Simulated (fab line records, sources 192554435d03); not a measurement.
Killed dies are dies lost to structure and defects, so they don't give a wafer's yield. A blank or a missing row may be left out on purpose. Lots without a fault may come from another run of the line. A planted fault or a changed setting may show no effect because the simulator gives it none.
Which tool did it? | flow n5_finfet | 9 lots, 24 wafers sampled, at 5 steps of a route of 1938

WHAT THE GAUGES READ, wafer by wafer
N5_BEOL_M4_RC_MEAS_101. Usual: DIBL_N 36.0 mV/V, standard deviation 2.5; DIBL_P 36.7 mV/V, standard deviation 3; IOFF_N 0.16 nA/um, standard deviation 0.043; IOFF_P 0.21 nA/um, standard deviation 0.049; ION_N 673 uA/um, standard deviation 15; ION_P 461 uA/um, standard deviation 9.8; SS_N 71.5 mV/dec, standard deviation 0.83; SS_P 73.4 mV/dec, standard deviation 0.83; VT_N 250 mV, standard deviation 4; VT_P -251 mV, standard deviation 4.
lot  | measured     | on        | DIBL_N (mV/V)  | DIBL_P (mV/V)  | IOFF_N (nA/um) | IOFF_P (nA/um) | ION_N (uA/um) | ION_P (uA/um) | SS_N (mV/dec)  | SS_P (mV/dec)  | VT_N (mV)   | VT_P (mV)      | flag
L454 | day 8 12:34  | prober-02 | 36.6 38.3 34.3 | 37.3 38.7 34.4 | 0.18 0.20 0.13 | 0.19 0.22 0.16 | 697 686 676   | 468 459 463   | 71.9 72.2 70.9 | 74.1 74.5 73.0 | 248 247 254 | -254 -251 -255 |
L457 | day 9 00:22  | prober-01 | 40.5 32.2 38.0 | 41.9 32.5 39.1 | 0.23 0.09 0.18 | 0.29 0.15 0.24 | 687 647 681   | 465 452 465   | 72.0 69.8 71.5 | 73.8 71.4 73.0 | 244 258 248 | -245 -253 -247 |
L463 | day 11 02:02 | prober-02 | 39.5 35.1 37.1 | 40.3 34.3 36.4 | 0.23 0.14 0.19 | 0.28 0.19 0.21 | 685 686 678   | 460 473 457   | 72.8 70.6 71.6 | 74.4 73.1 73.3 | 245 252 247 | -247 -254 -253 |
L467 | day 12 02:37 | prober-01 | 34.7 38.4      | 34.9 39.5      | 0.14 0.21      | 0.19 0.27      | 677 684       | 466 469       | 70.6 72.1      | 73.5 74.4      | 251 246     | -250 -248      |
L468 | day 12 05:53 | prober-01 | 35.1 37.5      | 36.4 37.5      | 0.14 0.18      | 0.18 0.20      | 666 693       | 458 462       | 71.5 72.1      | 73.6 74.3      | 252 249     | -252 -252      |
L470 | day 13 08:08 | prober-02 | 34.8 27.6      | 37.1 28.4      | 0.16 0.07      | 0.19 0.11      | 679 649       | 462 455       | 71.5 69.4      | 73.4 71.7      | 248 258     | -252 -257      |
L472 | day 13 08:08 | prober-01 | 37.2 33.4 34.2 | 38.7 33.9 34.3 | 0.19 0.13 0.15 | 0.26 0.19 0.20 | 677 662 682   | 464 463 472   | 71.9 70.9 71.5 | 73.6 72.9 72.6 | 248 253 246 | -248 -250 -249 |
L473 | day 13 17:27 | prober-01 | 36.2 35.2 38.7 | 37.5 35.9 40.4 | 0.17 0.15 0.22 | 0.23 0.21 0.29 | 690 686 685   | 470 475 466   | 71.2 71.5 72.0 | 73.6 72.8 74.1 | 246 250 244 | -248 -248 -246 |
L475 | day 14 13:20 | prober-01 | 35.6 37.2 35.3 | 36.6 38.3 36.1 | 0.14 0.17 0.13 | 0.17 0.19 0.16 | 672 683 650   | 454 463 445   | 71.1 71.8 70.9 | 72.9 73.6 73.2 | 252 251 254 | -256 -254 -258 |

WHICH TOOL RAN EACH LOT (tool, then ch and the chambers of the sampled wafers, then the start)
lot  | N5_BEOL_M1_STRIP_66                | N5_BEOL_M1_DESCUM_33               | N5_BEOL_M1_ETCH_77                 | N5_BEOL_M1_ETCH_70
L454 | rie_diel-02 ch 0,3, day 6 10:36    | rie_diel-03 ch 1,3, day 6 11:36    | rie_diel-03 ch 1,3, day 6 11:38    | rie_diel-02 ch 1,3, day 6 12:13
L457 | rie_diel-02 ch 1,2,3, day 7 07:34  | rie_diel-03 ch 0,1,2, day 7 08:14  | rie_diel-03 ch 0,1,2, day 7 08:16  | rie_diel-02 ch 0,1,3, day 7 09:17
L463 | rie_diel-03 ch 1,3, day 9 03:26    | rie_diel-02 ch 1,2,3, day 9 04:13  | rie_diel-02 ch 1,2,3, day 9 04:16  | rie_diel-02 ch 0,1, day 9 12:08
L467 | rie_diel-01 ch 0,3, day 9 21:13    | rie_diel-03 ch 0, day 9 22:54      | rie_diel-03 ch 0, day 9 22:56      | rie_diel-03 ch 3, day 10 00:19
L468 | rie_diel-02 ch 0,1, day 10 04:15   | rie_diel-03 ch 2,3, day 10 04:59   | rie_diel-03 ch 2,3, day 10 05:53   | rie_diel-01 ch 1, day 10 06:11
L470 | rie_diel-02 ch 0,2, day 10 18:56   | rie_diel-03 ch 1,2, day 10 19:44   | rie_diel-03 ch 1,2, day 10 19:46   | rie_diel-02 ch 0,2, day 10 20:02
L472 | rie_diel-01 ch 0,3, day 11 01:58   | rie_diel-02 ch 0,2,3, day 11 02:44 | rie_diel-02 ch 0,2,3, day 11 02:46 | rie_diel-03 ch 0,1,3, day 11 07:04
L473 | rie_diel-03 ch 0,3, day 11 12:55   | rie_diel-01 ch 0,1, day 11 13:35   | rie_diel-01 ch 0,1, day 11 13:37   | rie_diel-01 ch 0,3, day 11 17:24
L475 | rie_diel-01 ch 0,1,3, day 12 03:19 | rie_diel-01 ch 0,1,3, day 12 04:14 | rie_diel-01 ch 0,1,3, day 12 04:17 | rie_diel-02 ch 0,1,2, day 12 07:14
- N5_BEOL_M1_STRIP_66: strips in CF4.
- N5_BEOL_M1_DESCUM_33: chemistry O2, time 7 s.
- N5_BEOL_M1_ETCH_77: etches underlayer in N2/H2, target depth 6.5 nm, time 5.2 s.
- N5_BEOL_M1_ETCH_70: etches SOC in N2/H2, target depth 80 nm, overetch 16 nm, time 120 s.

WHAT THE TOOLS THEMSELVES READ (means of the sampled wafers that have a number; where no wafer has one, the mark that the record gives instead)
N5_BEOL_M1_STRIP_66. Usual: drypump_motor_current_A 5.7 A, standard deviation 0.47; oes_product_au 0.75 a.u., standard deviation 0.073; rf_vpp_V 271.0 V, standard deviation 1.7; showerhead_plenum_p_Torr 1.78 Torr, standard deviation 0.052; throttle_valve_pct 13.64 %, standard deviation 0.27.
lot  | tool        | drypump_motor_current_A (A) | oes_product_au (a.u.) | rf_vpp_V (V) | showerhead_plenum_p_Torr (Torr) | throttle_valve_pct (%) | flag
L454 | rie_diel-02 | 5.4                         | 0.89                  | 272.9        | 1.84                            | 13.22                  |
L457 | rie_diel-02 | 5.8                         | 0.78                  | 271.5        | 1.79                            | 13.44                  |
L463 | rie_diel-03 | 5.3                         | 0.72                  | 270.7        | 1.76                            | 13.85                  |
L467 | rie_diel-01 | 6.0                         | 0.78                  | 271.8        | 1.83                            | 13.55                  |
L468 | rie_diel-02 | 5.8                         | 0.78                  | 270.7        | 1.77                            | 13.50                  |
L470 | rie_diel-02 | 5.4                         | 0.76                  | 269.9        | 1.75                            | 13.63                  |
L472 | rie_diel-01 | 6.3                         | 0.75                  | 271.6        | 1.83                            | 13.66                  |
L473 | rie_diel-03 | 5.5                         | 0.70                  | 271.4        | 1.81                            | 13.98                  |
L475 | rie_diel-01 | 6.2                         | 0.73                  | 271.1        | 1.79                            | 13.60                  |

N5_BEOL_M1_DESCUM_33. Usual: drypump_motor_current_A 5.7 A, standard deviation 0.46; oes_product_au 0.76 a.u., standard deviation 0.07; rf_vpp_V 243.1 V, standard deviation 1.3; showerhead_plenum_p_Torr 2.09 Torr, standard deviation 0.076; throttle_valve_pct 20.52 %, standard deviation 0.27.
lot  | tool        | drypump_motor_current_A (A) | oes_product_au (a.u.) | rf_vpp_V (V) | showerhead_plenum_p_Torr (Torr) | throttle_valve_pct (%) | flag
L454 | rie_diel-03 | 5.5                         | 0.76                  | 241.8        | 2.04                            | 20.73                  |
L457 | rie_diel-03 | 5.6                         | 0.73                  | 243.2        | 2.11                            | 20.76                  |
L463 | rie_diel-02 | 5.8                         | 0.77                  | 242.4        | 2.10                            | 20.38                  |
L467 | rie_diel-03 | 5.7                         | 0.71                  | 244.6        | 2.14                            | 20.80                  |
L468 | rie_diel-03 | 5.2                         | 0.70                  | 243.4        | 2.10                            | 20.65                  |
L470 | rie_diel-03 | 5.5                         | 0.71                  | 243.3        | 2.08                            | 20.78                  |
L472 | rie_diel-02 | 5.5                         | 0.81                  | 243.3        | 2.10                            | 20.52                  |
L473 | rie_diel-01 | 6.2                         | 0.73                  | 241.9        | 2.01                            | 20.08                  |
L475 | rie_diel-01 | 6.2                         | 0.75                  | 243.1        | 2.08                            | 20.30                  |

N5_BEOL_M1_ETCH_77. Usual: drypump_motor_current_A 5.7 A, standard deviation 0.47; etch_rf_on_time_s 5.17 s, standard deviation 0.12; oes_product_au 0.65 a.u., standard deviation 0.055; rf_vpp_V 523.7 V, standard deviation 2.8; showerhead_plenum_p_Torr 2.53 Torr, standard deviation 0.086; throttle_valve_pct 17.92 %, standard deviation 0.29.
lot  | tool        | drypump_motor_current_A (A) | etch_rf_on_time_s (s) | oes_product_au (a.u.) | rf_vpp_V (V) | showerhead_plenum_p_Torr (Torr) | throttle_valve_pct (%) | flag
L454 | rie_diel-03 | 5.5                         | 5.11                  | 0.64                  | 522.0        | 2.48                            | 18.16                  |
L457 | rie_diel-03 | 5.6                         | 5.12                  | 0.62                  | 525.2        | 2.56                            | 18.14                  |
L463 | rie_diel-02 | 5.8                         | 5.20                  | 0.65                  | 523.8        | 2.53                            | 17.75                  |
L467 | rie_diel-03 | 5.7                         | 3.75                  | 0.74                  | 526.0        | 2.61                            | 18.31                  | OFF
L468 | rie_diel-03 | 5.2                         | 4.41                  | 0.67                  | 524.6        | 2.56                            | 18.08                  | OFF
L470 | rie_diel-03 | 5.5                         | 4.43                  | 0.67                  | 524.5        | 2.51                            | 18.14                  | OFF
L472 | rie_diel-02 | 5.4                         | 5.31                  | 0.67                  | 523.0        | 2.51                            | 17.71                  |
L473 | rie_diel-01 | 6.2                         | 5.27                  | 0.62                  | 520.9        | 2.45                            | 17.58                  |
L475 | rie_diel-01 | 6.3                         | 5.21                  | 0.63                  | 523.8        | 2.53                            | 17.80                  |

N5_BEOL_M1_ETCH_70. Usual: drypump_motor_current_A 5.8 A, standard deviation 0.49; oes_product_au 0.58 a.u., standard deviation 0.06; rf_vpp_V 523.5 V, standard deviation 2.7; showerhead_plenum_p_Torr 2.52 Torr, standard deviation 0.088; throttle_valve_pct 17.8 %, standard deviation 0.3.
lot  | tool        | drypump_motor_current_A (A) | oes_product_au (a.u.) | rf_vpp_V (V) | showerhead_plenum_p_Torr (Torr) | throttle_valve_pct (%) | flag
L454 | rie_diel-02 | 6.0                         | 0.61                  | 524.9        | 2.58                            | 17.7                   |
L457 | rie_diel-02 | 5.7                         | 0.63                  | 524.9        | 2.56                            | 17.6                   |
L463 | rie_diel-02 | 5.9                         | 0.59                  | 522.9        | 2.51                            | 17.8                   |
L467 | rie_diel-03 | 5.1                         | 0.55                  | 522.4        | 2.53                            | 18.1                   |
L468 | rie_diel-01 | 6.6                         | 0.53                  | 519.5        | 2.39                            | 17.6                   |
L470 | rie_diel-02 | 5.4                         | 0.59                  | 520.5        | 2.44                            | 17.8                   |
L472 | rie_diel-03 | 5.5                         | 0.55                  | 522.7        | 2.52                            | 18.2                   |
L473 | rie_diel-01 | 5.9                         | 0.61                  | 526.0        | 2.59                            | 17.7                   |
L475 | rie_diel-02 | 5.7                         | 0.57                  | 521.8        | 2.46                            | 17.8                   |

THE ANSWER, worked out from the rows above alone
Rule: a lot is off if the mean of its wafers that have a number lies more than 3 standard deviations from the usual mean. A lot without any number at a reading at which 4 lots or more have one is off too. The other lots that the step has rows for count as sound. The gauges are gone through in route order, then the tools' own readings, and for those a lot's mean is taken as printed above. The first step at which some lot is off is used, and at that step the reading that is off furthest; a lot without a number counts as furthest.
Off: L467, L468, L470, at N5_BEOL_M1_ETCH_77 (etch_rf_on_time_s).
A tool fits if, at that step or a process step before it, it ran every lot that is off, and no sound lot after the first of them. One fits: rie_diel-03 at N5_BEOL_M1_DESCUM_33 and N5_BEOL_M1_ETCH_77. At N5_BEOL_M1_DESCUM_33 its last sound lot is L457 (day 7 08:14), its first lot that is off L467 (day 9 22:54): a fault that began between those two fits.

WHAT THE SIMULATOR HAD PUT IN
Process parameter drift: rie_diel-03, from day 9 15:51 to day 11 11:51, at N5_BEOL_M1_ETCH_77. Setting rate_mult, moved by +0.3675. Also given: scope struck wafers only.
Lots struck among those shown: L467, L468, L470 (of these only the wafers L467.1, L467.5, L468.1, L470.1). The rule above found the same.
